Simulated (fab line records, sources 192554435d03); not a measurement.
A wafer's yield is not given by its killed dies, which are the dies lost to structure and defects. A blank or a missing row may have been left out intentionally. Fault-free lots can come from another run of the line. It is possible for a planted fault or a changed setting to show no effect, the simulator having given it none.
fab line records ; flow n5Finfet
record lots=7; wafers=39
route steps=1938 shown SD_EPI_P@321 SD_ACTIVATION@330 HKMG_FIN@438 GATE_CUT@501 MOL_CONTACT_COAG@586
startH: the number of hours between the record's first day and the start of the first shown wafer of the lot ; waitH: time in hours since the lot's previous step ; " repeats the value in the row above ; L1.1+2: a single row standing in for several wafers ; - either no value or no given start ; * or withheld: withheld ; < > ~ a bound
route shown NAME@n: a module of which the file shows steps, and the number in the route of the first ; usual: mean and standard deviation over wafers with no fault ; same: alike in all rows ; chamber/n: place in a boat ; sites: the reading at each site ; _std_site: the standard deviation of these ; _edge_site: the outer-site mean with the inner-site mean subtracted ; radiusMm: for every site, how far away it sits from the centre of the wafer ; mask NAME#n: copy n ; behind: the most recent tool/chamber to have shaped the wafer ; hold: why the lot went on hold/how many hours it stayed there/how the hold came to an end ; device: which transistor (n, p or np) failed to switch ; end of line: the tests these same wafers got at the end of their route ; a step given without rows: its recipe and nothing more ; killed: dies that structure and defects cost at the first sort, which is not the same as the wafer's yield ; map: a wafer's dies, marking killed ones x, the rest . and places with no die _
set.NAME: the setting that was run; set.NAME@STEP: the one run at that earlier step ; model.NAME: the simulator's own value behind a step, which no gauge read
lots with deliberately changed settings; one table per step, one row per wafer
## steps
# step N5_SD_EPI_P_EPI_21
# recipe material=SiGe:B; dopant=B; tempC=550; pressureTorr=20; ambient=H2; timeS=355
lot.wafer;tool;chamber;startH;waitH;set.epiGrowthTimeS;model.SiGe-B_of_SD_EPI_P_EPI_21.thkNm
L075.1;epiRpcvd-04;0;64.16;0.2;355;61
L075.2;epiRpcvd-04;0;64.16;0.2;355;61.8
L075.4;epiRpcvd-04;0;64.16;0.2;355;61.6
L081.1;epiRpcvd-02;0;101.38;0.1;355;61.4
L081.2;epiRpcvd-02;0;101.38;0.1;355;61.2
L081.3;epiRpcvd-02;0;101.38;0.1;325.9;58
L081.4;epiRpcvd-02;0;101.38;0.1;325.9;58.6
L081.5;epiRpcvd-02;0;101.38;0.1;355;61.8
L081.6;epiRpcvd-02;0;101.38;0.1;325.9;58.8
L085.1+3+4;epiRpcvd-04;0;123.83;0.1;355;62.4
L085.2;epiRpcvd-04;0;123.83;0.1;355;62.6
L085.5;epiRpcvd-04;0;125.27;1.5;355;63
L085.6;epiRpcvd-04;0;125.27;1.5;355;62
L087.1;epiRpcvd-02;0;135.10;0.1;355;61
L087.2;epiRpcvd-02;0;135.10;0.1;391.7;64.8
L087.3;epiRpcvd-02;0;135.10;0.1;391.7;65
L087.4;epiRpcvd-02;0;135.10;0.1;355;61.2
L087.5;epiRpcvd-02;0;135.10;0.1;391.7;64
L087.6;epiRpcvd-02;0;135.10;0.1;355;60.2
L089.1;epiRpcvd-01;0;144.28;0.3;355;60.4
L089.2;epiRpcvd-01;0;144.28;0.3;366.2;62.8
L089.3;epiRpcvd-01;0;144.28;0.3;366.2;61.6
L089.4;epiRpcvd-01;0;144.28;0.3;355;61.8
L089.5;epiRpcvd-01;0;144.28;0.3;355;61.4
L089.6;epiRpcvd-01;0;144.28;0.3;366.2;63.4
L091.1;epiRpcvd-04;0;159.20;0.1;373.6;62.2
L091.2;epiRpcvd-04;0;159.20;0.1;355;61.2
L091.3;epiRpcvd-04;0;159.20;0.1;373.6;63.6
L091.4;epiRpcvd-04;0;159.20;0.1;355;60.8
L091.5;epiRpcvd-04;0;159.20;0.1;355;60.2
L091.6;epiRpcvd-04;0;159.20;0.1;373.6;63.4
L096.1;epiRpcvd-01;0;189.73;0.1;355;60.8
L096.2+5;epiRpcvd-01;0;189.73;0.1;374.8;62.8
L096.3;epiRpcvd-01;0;189.73;0.1;355;60.4
L096.4;epiRpcvd-01;0;189.73;0.1;374.8;63.2
L096.6;epiRpcvd-01;0;189.73;0.1;355;61.4
# step N5_SD_EPI_P_HM_STRIP_48
# recipe chemistry=H3PO4; tempC=160; material=SiNx; target=SiNx; targetDepthA=30; overetchFraction=0.3
# step N5_SD_EPI_P_SRD_49
# recipe dry=ipaMarangoni; timeS=30; tempC=23; rinseLiquid=diw
# step N5_SD_EPI_P_PRECLEAN_24
# recipe chemistry=O3/DIW; timeS=45; tempC=22; o3Ppm=10
lot.wafer;tool;chamber;startH;waitH;set.epiGrowthTimeS@SD_EPI_P_EPI_21;model.SiGe-B_of_SD_EPI_P_EPI_21.thkNm
L075.1;wetBench-01;6;67.19;0.0;355;60.6
L075.2;wetBench-01;3;67.19;0.0;355;61.2
L075.4;wetBench-01;4;67.19;0.0;355;61
L081.1+2;wetBench-03;6,5;103.68;0.0;355;60.8
L081.3;wetBench-03;4;103.68;0.0;325.9;57.6
L081.4;wetBench-03;1;103.68;0.0;325.9;58.2
L081.5;wetBench-03;3;103.68;0.0;355;61.2
L081.6;wetBench-03;2;103.68;0.0;325.9;58.4
L085.1;wetBench-03;0;126.13;0.0;355;61.8
L085.2+3+4;wetBench-03;3,5,4;126.13;0.0;355;62
L085.5;wetBench-03;2;126.13;0.0;355;62.6
L085.6;wetBench-03;1;126.13;0.0;355;61.4
L087.1+4;wetBench-01;4,1;137.40;0.0;355;60.6
L087.2;wetBench-01;3;137.40;0.0;391.7;64.2
L087.3;wetBench-01;2;137.40;0.0;391.7;64.4
L087.5;wetBench-01;0;137.40;0.0;391.7;63.6
L087.6;wetBench-01;7;137.40;0.0;355;59.8
L089.1;wetBench-01;6;148.27;0.0;355;60
L089.2;wetBench-01;0;148.27;0.0;366.2;62.4
L089.3;wetBench-01;1;148.27;0.0;366.2;61.2
L089.4;wetBench-01;2;148.27;0.0;355;61.4
L089.5;wetBench-01;5;148.27;0.0;355;61
L089.6;wetBench-01;7;148.27;0.0;366.2;63
L091.1;wetBench-06;6;161.50;0.0;373.6;61.8
L091.2;wetBench-06;7;161.50;0.0;355;60.8
L091.3;wetBench-06;0;161.50;0.0;373.6;63.2
L091.4;wetBench-06;5;161.50;0.0;355;60.4
L091.5;wetBench-06;1;161.50;0.0;355;59.8
L091.6;wetBench-06;4;161.50;0.0;373.6;62.8
L096.1;wetBench-01;7;192.04;0.0;355;60.2
L096.2+5;wetBench-01;1,3;192.04;0.0;374.8;62.2
L096.3;wetBench-01;2;192.04;0.0;355;60
L096.4;wetBench-01;4;192.04;0.0;374.8;62.8
L096.6;wetBench-01;0;192.04;0.0;355;60.8
# step N5_SD_EPI_P_PRECLEAN_32
# recipe chemistry=dHF; timeS=10; dilution=500:1; tempC=25
# step N5_SD_EPI_P_PRECLEAN_33
# recipe chemistry=SC2; timeS=45; tempC=35; mix=1:1:50
# step N5_SD_ACTIVATION_RTA_00
# recipe tempC=975; timeS=0; ambient=N2; idleTempC=600; rampUpCPerS=150; rampDownCPerS=60; coolToC=600
# step N5_SD_ACTIVATION_LSA_01
# recipe tempC=1080; timeS=0.0008; ambient=N2
# step N5_SD_ACTIVATION_RS_MEAS_03
# recipe thkMeasGauge=four-point-probe
# usual RS_SD_N=21.87/0.27; RS_SD_P=56.1/0.89
lot.wafer;tool;chamber;startH;waitH;set.epiGrowthTimeS@SD_EPI_P_EPI_21;RS_SD_N[ohm/sq];RS_SD_P[ohm/sq]
L075.1;filmMetro-02;-;67.70;0.2;355;22.10;55.9
L075.2;filmMetro-02;-;67.70;0.2;355;21.40;55.7
L075.4;filmMetro-02;-;67.70;0.2;355;21.56;56.2
L081.1;filmMetro-02;-;104.23;0.2;355;22.95;55.7
L081.2;filmMetro-02;-;104.23;0.2;355;22.71;56.2
L081.3;filmMetro-02;-;104.23;0.2;325.9;22.43;58.7
L081.4;filmMetro-02;-;104.23;0.2;325.9;21.97;58.3
L081.5;filmMetro-02;-;104.23;0.2;355;22.15;55.2
L081.6;filmMetro-02;-;104.23;0.2;325.9;21.87;58.3
L085.1;filmMetro-02;-;126.83;0.2;355;22.60;54.9
L085.2;filmMetro-02;-;126.83;0.2;355;21.74;54.3
L085.3;filmMetro-02;-;126.83;0.2;355;22.12;53.9
L085.4;filmMetro-02;-;126.83;0.2;355;22.05;54.4
L085.5;filmMetro-02;-;126.83;0.2;355;21.57;53.8
L085.6;filmMetro-02;-;126.83;0.2;355;21.33;54.6
L087.1;filmMetro-02;-;137.90;0.2;355;21.61;56.6
L087.2;filmMetro-02;-;137.90;0.2;391.7;21.93;53.2
L087.3;filmMetro-02;-;137.90;0.2;391.7;21.20;53.0
L087.4;filmMetro-02;-;137.90;0.2;355;21.48;56.7
L087.5;filmMetro-02;-;137.90;0.2;391.7;21.74;53.5
L087.6;filmMetro-02;-;137.90;0.2;355;21.94;56.6
L089.1;filmMetro-02;-;148.85;0.2;355;22.24;56.7
L089.2;filmMetro-02;-;148.85;0.2;366.2;22.54;54.6
L089.3;filmMetro-02;-;148.85;0.2;366.2;21.77;55.6
L089.4;filmMetro-02;-;148.85;0.2;355;21.83;55.6
L089.5;filmMetro-02;-;148.85;0.2;355;22.18;55.7
L089.6;filmMetro-02;-;148.85;0.2;366.2;22.55;54.2
L091.1;filmMetro-02;-;162.00;0.2;373.6;21.55;54.5
L091.2;filmMetro-02;-;162.00;0.2;355;21.85;55.5
L091.3;filmMetro-02;-;162.00;0.2;373.6;21.72;53.6
L091.4;filmMetro-02;-;162.00;0.2;355;21.68;56.6
L091.5;filmMetro-02;-;162.00;0.2;355;21.82;56.3
L091.6;filmMetro-02;-;162.00;0.2;373.6;21.54;53.3
L096.1;filmMetro-01;-;192.54;0.2;355;21.71;57.1
L096.2;filmMetro-01;-;192.54;0.2;374.8;21.56;55.0
L096.3;filmMetro-01;-;192.54;0.2;355;21.61;57.0
L096.4;filmMetro-01;-;192.54;0.2;374.8;21.64;54.9
L096.5;filmMetro-01;-;192.54;0.2;374.8;21.74;54.7
L096.6;filmMetro-01;-;192.54;0.2;355;21.82;56.4
# step N5_HKMG_FIN_ETCH_35
# recipe chemistry=N2/H2; target=SOC; targetDepthA=2158; ionEnergyEv=65; biasW=5; sourceW=3000; timeS=243.4; pressureMtorr=30; n2FlowSccm=200; h2FlowSccm=200
# usual rfVppV=141.4/1.2
lot.wafer;tool;chamber;startH;waitH;set.sourceW;rfVppV;model.SOC_of_HKMG_FIN_COAT_29.thkNm;model.etch.depthNm;model.HKMG_FIN.featureDepthNm
L075.1;rieDiel-06;2;84.61;0.0;3000;143.4;88.8;212.1;212.2
L075.2;rieDiel-06;3;84.61;0.0;3000;143.0;87;214.3;214.2
L075.4;rieDiel-06;1;84.61;0.0;3000;139.8;90;211;211
L081.1;rieDiel-03;1;121.88;0.0;3000;143.7;89.6;211;211
L081.2;rieDiel-03;2;121.88;0.0;3000;140.2;87;213.7;213.6
L081.3;rieDiel-03;3;121.88;0.0;3000;141.7;85.4;216.3;216.2
L081.4;rieDiel-03;0;121.88;0.0;3000;141.2;87.6;213.4;213.4
L081.5;rieDiel-03;1;121.88;0.0;3000;142.4;89;211.4;211.4
L081.6;rieDiel-03;2;121.88;0.0;3000;140.8;88.4;212.8;212.8
L085.1;rieDiel-06;0;145.32;0.0;2737;145.7;100.8;200.5;200.4
L085.2;rieDiel-06;2;145.32;0.0;3000;142.9;83.8;216.9;216.8
L085.3;rieDiel-06;1;145.32;0.0;3000;143.1;74.8;224.4;224.4
L085.4;rieDiel-06;2;145.32;0.0;2737;146.9;100.4;200.2;200.2
L085.5;rieDiel-06;0;145.32;0.0;3000;141.6;83.6;217;217
L085.6;rieDiel-06;1;145.32;0.0;2737;147.0;93.2;207.2;207.2
L087.1;rieDiel-06;3;155.81;0.0;3481;134.4;52.8;247;247
L087.2;rieDiel-06;1;155.81;0.0;3481;134.8;49;251.1;251
L087.3;rieDiel-06;2;155.81;0.0;3000;142.7;83.6;216.1;216.2
L087.4;rieDiel-06;0;155.81;0.0;3000;139.1;82.6;216.1;216
L087.5;rieDiel-06;1;155.81;0.0;3000;142.8;74.2;224.6;224.6
L087.6;rieDiel-06;0;155.81;0.0;3481;133.5;53.6;245.6;245.6
L089.1;rieDiel-03;3;169.46;0.0;3000;142.1;81;219.3;219.2
L089.2;rieDiel-03;1;169.46;0.0;3318;138.7;56.8;243.8;243.8
L089.3;rieDiel-03;0;169.46;0.0;3318;136.7;65.6;234.8;234.8
L089.4;rieDiel-03;2;169.46;0.0;3000;139.2;83.8;216.7;216.8
L089.5;rieDiel-03;1;169.46;0.0;3318;136.6;55.8;245.2;245.2
L089.6;rieDiel-03;2;169.46;0.0;3000;141.1;85;216.5;216.4
L091.1;rieDiel-05;0;180.79;0.0;2468;151.5;118;182;182
L091.2;rieDiel-05;1;180.79;0.0;2468;151.0;119.8;179.8;179.8
L091.3;rieDiel-05;3;180.79;0.0;2468;150.4;117.4;181.2;181.2
L091.4;rieDiel-05;1;180.79;0.0;3000;140.7;87;212.2;212.2
L091.5;rieDiel-05;3;180.79;0.0;3000;140.6;88.8;211.8;211.8
L091.6;rieDiel-05;0;180.79;0.0;3000;140.0;86;213.6;213.6
L096.1;rieDiel-06;0;209.85;0.0;3000;140.5;88.2;212.7;212.8
L096.2;rieDiel-06;1;209.85;0.0;3000;142.8;79.8;221.4;221.4
L096.3;rieDiel-06;2;209.85;0.0;3000;140.4;80.8;219.6;219.6
L096.4;rieDiel-06;3;209.85;0.0;3000;140.7;86.4;214.8;214.8
L096.5;rieDiel-06;1;209.85;0.0;3000;143.0;81.4;219.3;219.2
L096.6;rieDiel-06;2;209.85;0.0;3000;142.8;81;220;220
# step N5_GATE_CUT_CUT_ETCH_54
# recipe chemistry=Cl2/BCl3; target=TiN; maskMaterial=SiO2; targetDepthA=967; pressureMtorr=10; icpW=1000; biasW=126; Cl2_flow_sccm=53.25; bcl3FlowSccm=21.75; Ar_flow_sccm=25; ends=cleared
# usual etchRfOnTimeS=36.4/0.54
lot.wafer;tool;chamber;startH;waitH;set.icpW;etchRfOnTimeS
L075.1;rieMetal-01;1;94.09;0.0;1000;37.2
L075.2;rieMetal-01;0;94.09;0.0;1000;35.5
L075.4;rieMetal-01;1;94.09;0.0;1000;37.1
L081.1;rieMetal-03;0;130.96;0.1;1000;36.1
L081.2;rieMetal-03;0;130.96;0.1;1000;36.2
L081.3;rieMetal-03;0;130.96;0.1;1000;36.1
L081.4;rieMetal-03;0;130.96;0.1;1000;35.9
L081.5;rieMetal-03;0;130.96;0.1;1000;36.1
L081.6;rieMetal-03;0;130.96;0.1;1000;36.3
L085.1;rieMetal-02;1;153.81;0.0;819.3;42.3
L085.2;rieMetal-02;0;153.81;0.0;819.3;43.5
L085.3;rieMetal-02;0;153.81;0.0;819.3;43.4
L085.4;rieMetal-02;1;153.81;0.0;1000;36.0
L085.5;rieMetal-02;0;153.81;0.0;1000;36.4
L085.6;rieMetal-02;1;153.81;0.0;1000;35.8
L087.1;rieMetal-01;1;164.90;0.0;1000;37.7
L087.2;rieMetal-01;0;164.90;0.0;1136;32.5
L087.3;rieMetal-01;0;164.90;0.0;1000;36.1
L087.4;rieMetal-01;1;164.90;0.0;1136;33.6
L087.5;rieMetal-01;0;164.90;0.0;1000;36.2
L087.6;rieMetal-01;1;164.90;0.0;1136;33.7
L089.1;rieMetal-01;0;178.25;0.0;1000;36.3
L089.2;rieMetal-01;1;178.25;0.0;1000;37.4
L089.3;rieMetal-01;1;178.25;0.0;1000;37.5
L089.4;rieMetal-01;0;178.25;0.0;1000;36.2
L089.5;rieMetal-01;0;178.25;0.0;1000;36.1
L089.6;rieMetal-01;1;178.25;0.0;1000;37.7
L091.1;rieMetal-03;0;189.74;0.0;1000;36.5
L091.2;rieMetal-03;1;189.74;0.0;1000;36.9
L091.3;rieMetal-03;1;189.74;0.0;1000;36.9
L091.4;rieMetal-03;0;189.74;0.0;1000;36.4
L091.5;rieMetal-03;1;189.74;0.0;1000;36.8
L091.6;rieMetal-03;0;189.74;0.0;1000;36.6
L096.1;rieMetal-01;1;218.55;0.0;1000;37.0
L096.2;rieMetal-01;0;218.55;0.0;1000;35.6
L096.3;rieMetal-01;1;218.55;0.0;1000;37.4
L096.4;rieMetal-01;0;218.55;0.0;1000;35.7
L096.5;rieMetal-01;1;218.55;0.0;1000;37.5
L096.6;rieMetal-01;0;218.55;0.0;1000;36.0
# step N5_MOL_CONTACT_COAG_VIA_ETCH_46
# recipe chemistry=C4F6/O2; targetDepthA=460; overetchA=92; maskMaterial=SOC; target=SiO2; biasW=455; pressureMtorr=10; timeS=40; sourceW=325; Ar_flow_sccm=300; C4F6_flow_sccm=10; O2_flow_sccm=10; ionEnergyEv=575.3; ends=endPoint
lot.wafer;tool;chamber;startH;waitH;set.targetDepthA;model.SOC_of_MOL_CONTACT_COAG_COAT_75.thkNm
L075.1+2+4;rieDiel-05;0,1,3;109.00;0.0;460;50.8
L081.1;rieDiel-06;2;146.30;0.0;460;51.2
L081.2+3+4;rieDiel-06;1,0,0;146.30;0.0;460;50.8
L081.5;rieDiel-06;2;146.30;0.0;460;51
L081.6;rieDiel-06;1;146.30;0.0;460;50.6
L085.1+5;rieDiel-06;2,1;176.65;0.0;441.1;50.4
L085.2;rieDiel-06;0;176.65;0.0;441.1;50.8
L085.3;rieDiel-06;1;176.65;0.0;460;50.2
L085.4;rieDiel-06;3;176.65;0.0;460;50.4
L085.6;rieDiel-06;0;176.65;0.0;460;50.6
L087.1+5+6;rieDiel-05;3,1,3;180.32;0.0;403.6;51.8
L087.2+3+4;rieDiel-05;0,1,0;180.32;0.0;460;51
L089.1+2+3;rieDiel-03;3,0,1;194.18;0.0;503;50.4
L089.4+5;rieDiel-03;2,0;194.18;0.0;460;51
L089.6;rieDiel-03;1;194.18;0.0;460;50.8
L091.1+3+5;rieDiel-06;1,2,1;209.38;0.0;507.5;50
L091.2+4;rieDiel-06;0,3;209.38;0.0;460;50.6
L091.6;rieDiel-06;0;209.38;0.0;460;50.8
L096.1+3;rieDiel-06;1,2;235.31;0.0;460;50.6
L096.2+6;rieDiel-06;0;235.31;0.0;460;51
L096.4+5;rieDiel-06;3,1;235.31;0.0;460;50.8
# step N5_MOL_CONTACT_COAG_ETCH_47
# recipe chemistry=CH3F/O2; target=SiNx; targetDepthA=270; maskMaterial=SiO2; stopOn=W; overEtchFrac=0.2; ionEnergyEv=120; endpoint=OES-CN; pressureMtorr=30; sourceW=395; biasW=73; Ar_flow_sccm=150; CH3F_flow_sccm=30; O2_flow_sccm=20; ends=endPoint
# usual rfVppV=295.8/2.8
lot.wafer;tool;chamber;startH;waitH;set.sourceW;rfVppV
L075.1;rieDiel-05;0;109.11;0.0;395;294.2
L075.2;rieDiel-05;1;109.11;0.0;395;297.7
L075.4;rieDiel-05;3;109.11;0.0;395;295.0
L081.1;rieDiel-06;2;146.41;0.0;351.8;307.6
L081.2;rieDiel-06;1;146.41;0.0;351.8;313.4
L081.3;rieDiel-06;0;146.41;0.0;395;291.5
L081.4;rieDiel-06;0;146.41;0.0;395;291.7
L081.5;rieDiel-06;2;146.41;0.0;395;292.5
L081.6;rieDiel-06;1;146.41;0.0;351.8;313.3
L085.1;rieDiel-06;2;176.76;0.0;395;291.7
L085.2;rieDiel-06;0;176.76;0.0;375;296.4
L085.3;rieDiel-06;1;176.76;0.0;375;304.4
L085.4;rieDiel-06;3;176.76;0.0;395;301.1
L085.5;rieDiel-06;1;176.76;0.0;395;298.1
L085.6;rieDiel-06;0;176.76;0.0;375;297.6
L087.1;rieDiel-05;3;180.42;0.0;395;294.1
L087.2;rieDiel-05;0;180.42;0.0;395;295.1
L087.3;rieDiel-05;1;180.42;0.0;368.3;308.2
L087.4;rieDiel-05;0;180.42;0.0;368.3;305.7
L087.5;rieDiel-05;1;180.42;0.0;395;298.6
L087.6;rieDiel-05;3;180.42;0.0;368.3;304.7
L089.1;rieDiel-03;2;194.29;0.0;445.7;279.5
L089.2;rieDiel-03;1;194.29;0.0;395;297.4
L089.3;rieDiel-03;0;194.29;0.0;445.7;278.7
L089.4;rieDiel-03;0;194.29;0.0;395;294.2
L089.5;rieDiel-03;2;194.29;0.0;395;295.8
L089.6;rieDiel-03;1;194.29;0.0;445.7;280.7
L091.1;rieDiel-06;1;209.48;0.0;395;297.0
L091.2;rieDiel-06;0;209.48;0.0;342.4;310.7
L091.3;rieDiel-06;2;209.48;0.0;395;293.0
L091.4;rieDiel-06;3;209.48;0.0;395;301.0
L091.5;rieDiel-06;1;209.48;0.0;342.4;317.2
L091.6;rieDiel-06;0;209.48;0.0;342.4;310.4
L096.1;rieDiel-06;1;235.41;0.0;420.4;290.0
L096.2;rieDiel-06;0;235.41;0.0;420.4;281.8
L096.3;rieDiel-06;2;235.41;0.0;395;291.9
L096.4;rieDiel-06;3;235.41;0.0;395;301.6
L096.5;rieDiel-06;1;235.41;0.0;395;297.4
L096.6;rieDiel-06;0;235.41;0.0;420.4;282.2
## key
split step=N5_SD_EPI_P_EPI_21; setting=epiGrowthTimeS; stated=355; by=wafer
response step=N5_SD_EPI_P_EPI_21; reading=model.SiGe-B_of_SD_EPI_P_EPI_21.thkNm; change=+0.379; per=1%; r=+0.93
response step=N5_SD_EPI_P_PRECLEAN_24; reading=model.SiGe-B_of_SD_EPI_P_EPI_21.thkNm; change=+0.371; per=1%; r=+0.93
response step=N5_SD_ACTIVATION_RS_MEAS_03; reading=RS_SD_P; change=-0.346; per=1%; r=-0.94
split step=N5_HKMG_FIN_ETCH_35; setting=sourceW; stated=3000; by=wafer
response step=N5_HKMG_FIN_ETCH_35; reading=rfVppV; change=-0.496; per=1%; r=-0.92
response step=N5_HKMG_FIN_ETCH_35; reading=model.SOC_of_HKMG_FIN_COAT_29.thkNm; change=-1.86; per=1%; r=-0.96
response step=N5_HKMG_FIN_ETCH_35; reading=model.etch.depthNm; change=+1.87; per=1%; r=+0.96
response step=N5_HKMG_FIN_ETCH_35; reading=model.HKMG_FIN.featureDepthNm; change=+1.87; per=1%; r=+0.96
split step=N5_GATE_CUT_CUT_ETCH_54; setting=icpW; stated=1000; by=wafer
response step=N5_GATE_CUT_CUT_ETCH_54; reading=etchRfOnTimeS; change=*; per=1%; r=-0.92
split step=N5_MOL_CONTACT_COAG_VIA_ETCH_46; setting=targetDepthA; stated=460; by=wafer
response step=N5_MOL_CONTACT_COAG_VIA_ETCH_46; reading=model.SOC_of_MOL_CONTACT_COAG_COAT_75.thkNm; change=-0.0615; per=1%; r=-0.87
split step=N5_MOL_CONTACT_COAG_ETCH_47; setting=sourceW; stated=395; by=wafer
response step=N5_MOL_CONTACT_COAG_ETCH_47; reading=rfVppV; change=-1.38; per=1%; r=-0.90
